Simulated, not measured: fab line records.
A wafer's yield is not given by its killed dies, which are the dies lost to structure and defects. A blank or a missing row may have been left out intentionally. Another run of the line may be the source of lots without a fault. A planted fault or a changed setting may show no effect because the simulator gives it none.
Chamber matching | flow nand_harc | NHARC_A_BLC_STRIP_29 on rie_diel-04: 4 sister chambers
The step strips in CF4. 14 wafers are shown with their chamber, then 7 later ones without.

== WAFERS PAIRED WITH THEIR CHAMBERS ==
wafer  | chamber | showerhead_plenum_p_Torr (Torr) | oes_product_au (a.u.) | throttle_valve_pct (%)
L079.1 | 0       | 1.65                            | 1.003                 | 13.285
L079.2 | 3       | 1.82                            | 0.996                 | 13.281
L079.3 | 2       | 1.72                            | 0.989                 | 13.292
L080.1 | 0       | 1.65                            | 1.012                 | 13.275
L080.5 | 0       | 1.65                            | 1.010                 | 13.279
L080.6 | 1       | 1.69                            | 1.006                 | 13.290
L085.1 | 3       | 1.81                            | 1.007                 | 13.275
L085.3 | 2       | 1.71                            | 1.003                 | 13.295
L085.5 | 3       | 1.81                            | 1.007                 | 13.275
L086.1 | 2       | 1.71                            | 0.999                 | 13.273
L086.3 | 1       | 1.69                            | 1.006                 | 13.272
L086.5 | 2       | 1.71                            | 1.003                 | 13.292
L087.2 | 3       | 1.81                            | 1.004                 | 13.290
L087.3 | 1       | 1.69                            | 1.006                 | 13.280

SIGNATURES (averages over the wafers above)
reading                  | chamber 0 | chamber 1 | chamber 2 | chamber 3 | scatter within a chamber
showerhead_plenum_p_Torr | 1.6500    | 1.6900    | 1.7125    | 1.8125    | 0.00387
oes_product_au           | 1.00833   | 1.00600   | 0.99850   | 1.00350   | 0.00507
throttle_valve_pct       | 13.27967  | 13.28067  | 13.28800  | 13.28025  | 0.00819
Rule: a wafer's distance from a chamber is the root of the sum, over the readings, of the square of ((its reading less the chamber's mean) divided by the reading's scatter). The wafer belongs to the nearest chamber; if the next one is less than 2 further off, it can't be placed. The scatter: take each reading less its chamber's mean, square it, sum over the shown wafers, divide by the number of wafers less the number of chambers, and take the root.

== WAFERS WHOSE CHAMBER IS MISSING ==
wafer  | showerhead_plenum_p_Torr (Torr) | oes_product_au (a.u.) | throttle_valve_pct (%)
L087.5 | 1.71                            | 0.992                 | 13.291
L090.1 | 1.69                            | 1.003                 | 13.277
L090.2 | 1.65                            | 1.001                 | 13.275
L090.3 | 1.81                            | 1.003                 | 13.295
L093.2 | 1.81                            | 1.000                 | 13.271
L093.3 | 1.71                            | 0.989                 | 13.284
L093.6 | 1.69                            | 1.004                 | 13.289

== EACH ONE'S CHAMBER ==
wafer  | from the rows above | in truth
L087.5 | 2                   | 2
L090.1 | 1                   | 1
L090.2 | 0                   | 0
L090.3 | 3                   | 3
L093.2 | 3                   | 3
L093.3 | 2                   | 2
L093.6 | 1                   | 1
Correct placement for 7 of the 7. Number that these rows cannot place: 0. Placed wrongly: 0.
